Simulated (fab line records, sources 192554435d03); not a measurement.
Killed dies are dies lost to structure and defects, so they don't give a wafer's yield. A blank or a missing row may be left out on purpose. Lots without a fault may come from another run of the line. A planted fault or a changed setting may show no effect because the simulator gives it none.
Chamber matching | flow n5_finfet | N5_BEOL_M4_ETCH_74 on rie_diel-04: 3 sister chambers
The step etches underlayer in N2/H2, target depth 6.5 nm, time 5.2 s. 14 wafers are shown with their chamber, then 7 later ones without.

WAFERS WITH THEIR CHAMBER
wafer  | chamber | drypump_motor_current_A (A) | throttle_valve_pct (%) | etch_rf_on_time_s (s)
L074.2 | 0       | 5.4                         | 17.59                  | 5.22
L074.3 | 1       | 6.0                         | 17.40                  | 5.10
L074.4 | 0       | 5.4                         | 17.62                  | 5.24
L079.1 | 2       | 5.9                         | 18.04                  | 5.08
L079.4 | 0       | 5.4                         | 17.63                  | 5.14
L079.6 | 0       | 5.4                         | 17.64                  | 5.15
L081.3 | 0       | 5.4                         | 17.64                  | 5.19
L081.5 | 2       | 6.0                         | 18.07                  | 5.09
L081.6 | 1       | 6.0                         | 17.43                  | 5.06
L088.2 | 0       | 5.4                         | 17.67                  | 5.24
L088.5 | 0       | 5.4                         | 17.67                  | 5.24
L088.6 | 1       | 6.0                         | 17.44                  | 5.15
L087.1 | 1       | 6.0                         | 17.43                  | 5.07
L087.2 | 0       | 5.4                         | 17.68                  | 5.18

SIGNATURES (means of the wafers above)
reading                 | chamber 0 | chamber 1 | chamber 2 | scatter within a chamber
drypump_motor_current_A | 5.400     | 6.000     | 5.950     | 0.0213
throttle_valve_pct      | 17.6425   | 17.4250   | 18.0550   | 0.0265
etch_rf_on_time_s       | 5.2000    | 5.0950    | 5.0850    | 0.039
Rule: a wafer's distance from a chamber is the root of the sum, over the readings, of the square of ((its reading less the chamber's mean) divided by the reading's scatter). The wafer belongs to the nearest chamber; if the next one is less than 2 further off, it can't be placed. The scatter: the root of (the sum of the squares of (reading less its chamber's mean) over the shown wafers, divided by (wafers less chambers)).

WAFERS WITHOUT THEIR CHAMBER
wafer  | drypump_motor_current_A (A) | throttle_valve_pct (%) | etch_rf_on_time_s (s)
L087.3 | 5.9                         | 18.10                  | 5.11
L094.1 | 6.0                         | 17.45                  | 5.16
L094.3 | 5.9                         | 18.16                  | 5.14
L094.4 | 5.4                         | 17.67                  | 5.22
L096.1 | 5.4                         | 17.70                  | 5.22
L096.3 | 6.0                         | 17.48                  | 5.17
L096.6 | 5.5                         | 17.69                  | 5.26

WHICH CHAMBER EACH WENT THROUGH
wafer  | from the rows above | in truth
L087.3 | 2                   | 2
L094.1 | 1                   | 1
L094.3 | 2                   | 2
L094.4 | 0                   | 0
L096.1 | 0                   | 0
L096.3 | 1                   | 1
L096.6 | 0                   | 0
Placed correctly: 7 of 7. Can't be placed from these rows: 0. Placed wrongly: 0.
